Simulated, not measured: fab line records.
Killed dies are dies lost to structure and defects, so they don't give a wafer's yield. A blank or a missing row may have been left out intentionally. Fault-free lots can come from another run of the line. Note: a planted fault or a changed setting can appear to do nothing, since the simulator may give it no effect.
Matching of chambers :: flow n5 finfet :: N5_BEOL_M8_DESCUM_33 on rie diel-04 has 4 sister chambers
The step chemistry O2, time 7 s. 18 wafers are shown with their chamber, then 9 later ones without.

## EACH WAFER AND ITS CHAMBER
wafer: L074.1
chamber: 0
showerhead plenum p Torr (Torr): 2.15
throttle valve pct (%): 20.12
drypump motor current A (A): 5.4

wafer: L074.4
chamber: 2
showerhead plenum p Torr (Torr): 2.04
throttle valve pct (%): 19.95
drypump motor current A (A): 5.3

wafer: L074.5
chamber: 1
showerhead plenum p Torr (Torr): 2.08
throttle valve pct (%): 20.48
drypump motor current A (A): 6.0

wafer: L078.2
chamber: 1
showerhead plenum p Torr (Torr): 2.08
throttle valve pct (%): 20.46
drypump motor current A (A): 6.1

wafer: L078.3
chamber: 2
showerhead plenum p Torr (Torr): 2.04
throttle valve pct (%): 19.94
drypump motor current A (A): 5.3

wafer: L078.4
chamber: 3
showerhead plenum p Torr (Torr): 2.24
throttle valve pct (%): 20.52
drypump motor current A (A): 6.4

wafer: L080.2
chamber: 1
showerhead plenum p Torr (Torr): 2.07
throttle valve pct (%): 20.49
drypump motor current A (A): 6.0

wafer: L080.3
chamber: 3
showerhead plenum p Torr (Torr): 2.24
throttle valve pct (%): 20.54
drypump motor current A (A): 6.4

wafer: L080.4
chamber: 2
showerhead plenum p Torr (Torr): 2.03
throttle valve pct (%): 19.98
drypump motor current A (A): 5.4

wafer: L082.1
chamber: 1
showerhead plenum p Torr (Torr): 2.07
throttle valve pct (%): 20.50
drypump motor current A (A): 6.0

wafer: L082.2
chamber: 0
showerhead plenum p Torr (Torr): 2.14
throttle valve pct (%): 20.16
drypump motor current A (A): 5.4

wafer: L082.3
chamber: 3
showerhead plenum p Torr (Torr): 2.24
throttle valve pct (%): 20.54
drypump motor current A (A): 6.3

wafer: L082.4
chamber: 2
showerhead plenum p Torr (Torr): 2.03
throttle valve pct (%): 19.99
drypump motor current A (A): 5.4

wafer: L082.5
chamber: 0
showerhead plenum p Torr (Torr): 2.14
throttle valve pct (%): 20.14
drypump motor current A (A): 5.4

wafer: L082.6
chamber: 3
showerhead plenum p Torr (Torr): 2.24
throttle valve pct (%): 20.53
drypump motor current A (A): 6.3

wafer: L083.2
chamber: 1
showerhead plenum p Torr (Torr): 2.07
throttle valve pct (%): 20.48
drypump motor current A (A): 6.0

wafer: L083.4
chamber: 3
showerhead plenum p Torr (Torr): 2.24
throttle valve pct (%): 20.54
drypump motor current A (A): 6.3

wafer: L083.5
chamber: 3
showerhead plenum p Torr (Torr): 2.24
throttle valve pct (%): 20.55
drypump motor current A (A): 6.3

SIGNATURES, as means of the wafers listed above
reading: showerhead plenum p Torr
chamber 0: 2.1433
chamber 1: 2.0740
chamber 2: 2.0350
chamber 3: 2.2400
scatter within a chamber: 0.00453

reading: throttle valve pct
chamber 0: 20.1400
chamber 1: 20.4820
chamber 2: 19.9650
chamber 3: 20.5367
scatter within a chamber: 0.0167

reading: drypump motor current A
chamber 0: 5.400
chamber 1: 6.020
chamber 2: 5.350
chamber 3: 6.333
scatter within a chamber: 0.0473
Rule: distance of a wafer from a chamber = root of the sum over the readings of ((wafer's reading minus chamber's mean) / reading's scatter) squared. If the next closest chamber is less than 2 further off than the closest, the wafer can't be placed; otherwise it belongs to the closest. The scatter: take each reading less its chamber's mean, square it, sum over the shown wafers, divide by the number of wafers less the number of chambers, and take the root.

## WAFERS WITH NO CHAMBER GIVEN
wafer: L085.2
showerhead plenum p Torr (Torr): 2.23
throttle valve pct (%): 20.58
drypump motor current A (A): 6.3

wafer: L085.3
showerhead plenum p Torr (Torr): 2.03
throttle valve pct (%): 20.00
drypump motor current A (A): 5.3

wafer: L085.4
showerhead plenum p Torr (Torr): 2.07
throttle valve pct (%): 20.50
drypump motor current A (A): 6.0

wafer: L087.2
showerhead plenum p Torr (Torr): 2.07
throttle valve pct (%): 20.51
drypump motor current A (A): 6.0

wafer: L087.4
showerhead plenum p Torr (Torr): 2.14
throttle valve pct (%): 20.18
drypump motor current A (A): 5.4

wafer: L087.6
showerhead plenum p Torr (Torr): 2.03
throttle valve pct (%): 19.99
drypump motor current A (A): 5.4

wafer: L090.2
showerhead plenum p Torr (Torr): 2.23
throttle valve pct (%): 20.57
drypump motor current A (A): 6.3

wafer: L090.3
showerhead plenum p Torr (Torr): 2.13
throttle valve pct (%): 20.19
drypump motor current A (A): 5.4

wafer: L090.4
showerhead plenum p Torr (Torr): 2.23
throttle valve pct (%): 20.58
drypump motor current A (A): 6.3

## WHICH CHAMBER EACH ONE RAN IN
wafer: L085.2
from the rows above: 3
in truth: 3

wafer: L085.3
from the rows above: 2
in truth: 2

wafer: L085.4
from the rows above: 1
in truth: 1

wafer: L087.2
from the rows above: 1
in truth: 1

wafer: L087.4
from the rows above: 0
in truth: 0

wafer: L087.6
from the rows above: 2
in truth: 2

wafer: L090.2
from the rows above: 3
in truth: 3

wafer: L090.3
from the rows above: 0
in truth: 0

wafer: L090.4
from the rows above: 3
in truth: 3
Correct placement for 9 of the 9. From these rows, 0 cannot be placed. Number placed wrongly: 0.
